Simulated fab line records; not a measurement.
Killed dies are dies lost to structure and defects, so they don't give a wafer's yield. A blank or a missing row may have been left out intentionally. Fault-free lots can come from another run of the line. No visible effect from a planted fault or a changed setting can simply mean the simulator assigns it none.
Which of the tools did it? | flow n5_finfet | 12 lots, 28 wafers sampled, at 5 steps of a route of 1938

== WHAT THE GAUGES SHOWED, per wafer ==
N5_BEOL_M13_THK_MEAS_50: measures by xrf.
lot  | measured     | on            | M13_THK (nm)
L646 | day 11 10:15 | film_metro-01 | 436 437
L645 | day 11 10:47 | film_metro-02 | 425 426 429
L649 | day 12 10:51 | film_metro-01 | 430 414 436
L650 | day 13 01:53 | film_metro-01 | 434 429
L656 | day 14 10:29 | film_metro-02 | 430 432
L659 | day 14 23:20 | film_metro-02 | 402 423
L658 | day 14 23:34 | film_metro-02 | 421 422
L657 | day 15 02:27 | film_metro-02 | 437 438
L660 | day 15 03:33 | film_metro-01 | 431 430
L662 | day 15 16:50 | film_metro-01 | 433 434
L665 | day 16 14:07 | film_metro-01 | 426 430 425
L666 | day 16 17:41 | film_metro-02 | 435 436 436

N5_BEOL_M13_RS_MEAS_54: measurement is done with a four-point probe.
lot  | measured     | on            | M13_RS (ohm/sq)
L646 | day 11 10:23 | film_metro-01 | 0.0448 0.0449
L645 | day 11 10:55 | film_metro-01 | 0.0446 0.0447 0.0445
L649 | day 12 10:59 | film_metro-01 | 0.0444 0.0461 0.0441
L650 | day 13 02:01 | film_metro-02 | 0.0444 0.0449
L656 | day 14 10:37 | film_metro-01 | 0.0442 0.0440
L659 | day 14 23:28 | film_metro-02 | 0.0475 0.0451
L658 | day 14 23:41 | film_metro-02 | 0.0452 0.0448
L657 | day 15 02:34 | film_metro-02 | 0.0441 0.0436
L660 | day 15 03:41 | film_metro-01 | 0.0449 0.0448
L662 | day 15 16:58 | film_metro-01 | 0.0441 0.0438
L665 | day 16 14:15 | film_metro-02 | 0.0449 0.0445 0.0448
L666 | day 16 17:49 | film_metro-02 | 0.0438 0.0437 0.0438

N5_BEOL_M14_THK_MEAS_01.
lot  | measured     | on            | M14_ILD_THK (nm)
L646 | day 11 10:38 | film_metro-02 | 1118 1100
L645 | day 11 11:11 | film_metro-01 | 1110 1125 1149
L649 | day 12 11:19 | film_metro-01 | 1127 1137 1151
L650 | day 13 02:16 | film_metro-01 | 1118 1120
L656 | day 14 10:52 | film_metro-02 | 1136 1572
L659 | day 14 23:43 | film_metro-02 | 1113 1129
L658 | day 15 00:01 | film_metro-02 | 1108 1540
L657 | day 15 02:55 | film_metro-02 | 1132 1553
L660 | day 15 03:56 | film_metro-02 | 1117 1130
L662 | day 15 17:13 | film_metro-01 | 1078 1108
L665 | day 16 14:30 | film_metro-02 | 1118 1102 1128
L666 | day 16 18:04 | film_metro-02 | 1120 1110 1142

== EACH LOT AND THE TOOL THAT RAN IT (in order: tool; ch and the chambers of the sampled wafers; start) ==
lot  | N5_BEOL_M13_ETCH_67                | N5_BEOL_M14_ILD_DEP_00
L646 | rie_diel-06 ch 2, day 11 07:09     | pecvd-03 ch 0,2, day 11 10:26
L645 | rie_diel-06 ch 0,3, day 11 07:46   | pecvd-03 ch 0,1, day 11 10:59
L649 | rie_diel-06 ch 0,1,3, day 12 07:05 | pecvd-01 ch 1,2, day 12 11:03
L650 | rie_diel-04 ch 2,3, day 12 15:06   | pecvd-02 ch 0,1, day 13 02:05
L656 | rie_diel-04 ch 1,3, day 14 08:11   | pecvd-03 ch 0,2, day 14 10:46
L659 | rie_diel-06 ch 1,3, day 14 15:15   | pecvd-02 ch 0, day 14 23:32
L658 | rie_diel-06 ch 0,3, day 14 15:48   | pecvd-03 ch 0,1, day 14 23:45
L657 | rie_diel-03 ch 0,2, day 14 15:50   | pecvd-03 ch 0, day 15 02:38
L660 | rie_diel-06 ch 0,3, day 15 00:57   | pecvd-01 ch 0,1, day 15 03:49
L662 | rie_diel-03 ch 2, day 15 12:42     | pecvd-01 ch 2, day 15 17:01
L665 | rie_diel-06 ch 1,2,3, day 16 11:35 | pecvd-01 ch 0,1,2, day 16 14:19
L666 | rie_diel-04 ch 0,1,3, day 16 15:39 | pecvd-02 ch 0,2, day 16 17:52
- N5_BEOL_M13_ETCH_67: etches SiARC in CF4, target depth 143 nm, time 238.3 s.
- N5_BEOL_M14_ILD_DEP_00: deposits SiO2 from TEOS/O2, target thk 1119.3 nm, time 237.4 s.

== WHAT THE TOOLS THEMSELVES READ (means of the sampled wafers that have a number; where no wafer has one, the mark that the record gives instead) ==
N5_BEOL_M13_ETCH_67.
lot  | tool        | bias_w (W) | chamber_pressure_mTorr (mTorr) | drypump_motor_current_A (A) | etch_rf_on_time_s (s) | oes_product_au (a.u.) | rf_vpp_V (V) | showerhead_plenum_p_Torr (Torr) | throttle_valve_pct (%)
L646 | rie_diel-06 | 35.98      | 40.02                          | 5.5                         | 234                   | 0.75                  | 183.2        | 2.10                            | 15.18
L645 | rie_diel-06 | 36.05      | 40.00                          | 5.9                         | 239                   | 0.68                  | 184.6        | 2.15                            | 15.49
L649 | rie_diel-06 | 36.05      | 40.02                          | 6.2                         | 238                   | 0.65                  | 185.3        | 2.17                            | 15.61
L650 | rie_diel-04 | 36.05      | 40.00                          | 5.5                         | 237                   | 0.72                  | 185.2        | 2.22                            | 15.36
L656 | rie_diel-04 | 35.90      | 40.02                          | 5.1                         | 234                   | 0.73                  | 184.4        | 2.18                            | 15.18
L659 | rie_diel-06 | 36.00      | 39.97                          | 6.4                         | 238                   | 0.60                  | 184.4        | 2.16                            | 15.76
L658 | rie_diel-06 | 36.13      | 39.97                          | 6.0                         | 239                   | 0.67                  | 184.0        | 2.15                            | 15.50
L657 | rie_diel-03 | 35.91      | 39.99                          | 5.5                         | 232                   | 0.77                  | 185.6        | 2.27                            | 15.40
L660 | rie_diel-06 | 36.14      | 40.02                          | 6.0                         | 238                   | 0.67                  | 184.5        | 2.15                            | 15.52
L662 | rie_diel-03 | 36.01      | 40.03                          | 5.1                         | 226                   | 0.77                  | 185.6        | 2.28                            | 15.43
L665 | rie_diel-06 | 36.05      | 40.01                          | 6.1                         | 231                   | 0.72                  | 184.0        | 2.14                            | 15.44
L666 | rie_diel-04 | 36.09      | 39.97                          | 5.5                         | 236                   | 0.70                  | 183.7        | 2.17                            | 15.40

N5_BEOL_M14_ILD_DEP_00.
lot  | tool     | chamber_pressure_Torr (Torr) | heater_power_w (W) | run_length_s (s) | showerhead_plenum_p_Torr (Torr) | throttle_valve_pct (%)
L646 | pecvd-03 | 6.469                        | 568                | 279.9            | 8.34                            | 17.9
L645 | pecvd-03 | 6.504                        | 628                | 280.2            | 8.34                            | 19.1
L649 | pecvd-01 | 6.488                        | 578                | 281.0            | 8.38                            | 20.2
L650 | pecvd-02 | 6.509                        | 667                | 279.9            | 8.39                            | 19.2
L656 | pecvd-03 | 6.495                        | 648                | 323.8            | 8.35                            | 17.9
L659 | pecvd-02 | 6.484                        | 541                | 279.9            | 8.38                            | 18.8
L658 | pecvd-03 | 6.524                        | 720                | 324.5            | 8.35                            | 19.0
L657 | pecvd-03 | 6.512                        | 586                | 324.4            | 8.36                            | 18.4
L660 | pecvd-01 | 6.509                        | 422                | 280.4            | 8.34                            | 20.4
L662 | pecvd-01 | 6.498                        | 558                | 280.8            | 8.39                            | 18.7
L665 | pecvd-01 | 6.482                        | 448                | 280.6            | 8.34                            | 19.8
L666 | pecvd-02 | 6.509                        | 509                | 280.0            | 8.38                            | 18.8

== THE ANSWER, worked out from the rows above alone ==
Rule: the usual values come from the lots themselves. Put in order of their means at a reading, lots are off if they are a third of the lots or fewer, leave a main group of 4 or more, and stand apart from it by a gap of 3 or more times the standard deviation of the main group's means; of several such gaps the widest counts. The tables above print the reading to a certain number of digits; a main group whose means all agree to those digits is not used. Also off: a lot with no number at a reading for which 4 or more lots have one. The other lots that the step has rows for count as sound. The gauges are gone through in route order, then the tools' own readings, and for those a lot's mean is taken as printed above. The first step at which some lot is off is used, and at that step the reading that is off furthest; a lot without a number counts as furthest.
Off: at N5_BEOL_M14_THK_MEAS_01 (M14_ILD_THK), L656, L658, L657. The main group has a mean of 1119 nm with a standard deviation of 12.
If a tool, at a process step before that reading, ran all the lots that are off and no sound lot after the first of them, it fits. The gauges at N5_BEOL_M14_THK_MEAS_01 aren't tried: what is off there is off at N5_BEOL_M14_ILD_DEP_00 too, on other tools, and a gauge's error can't cause that. One fits: N5_BEOL_M14_ILD_DEP_00 on pecvd-03. Its last sound lot is L645 (day 11 10:59), its first lot that is off L656 (day 14 10:46): a fault that began between those two fits.
The tool's own readings at N5_BEOL_M14_ILD_DEP_00 bear it out: on the lots that are off they differ by more than 5 times the standard deviation of the sound lots' means. run_length_s reads 324.2 s there against 280.3 s on the sound lots.

== WHAT THE SIMULATOR PUT IN ==
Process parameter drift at N5_BEOL_M14_ILD_DEP_00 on pecvd-03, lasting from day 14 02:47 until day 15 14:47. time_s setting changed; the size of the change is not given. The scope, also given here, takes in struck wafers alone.
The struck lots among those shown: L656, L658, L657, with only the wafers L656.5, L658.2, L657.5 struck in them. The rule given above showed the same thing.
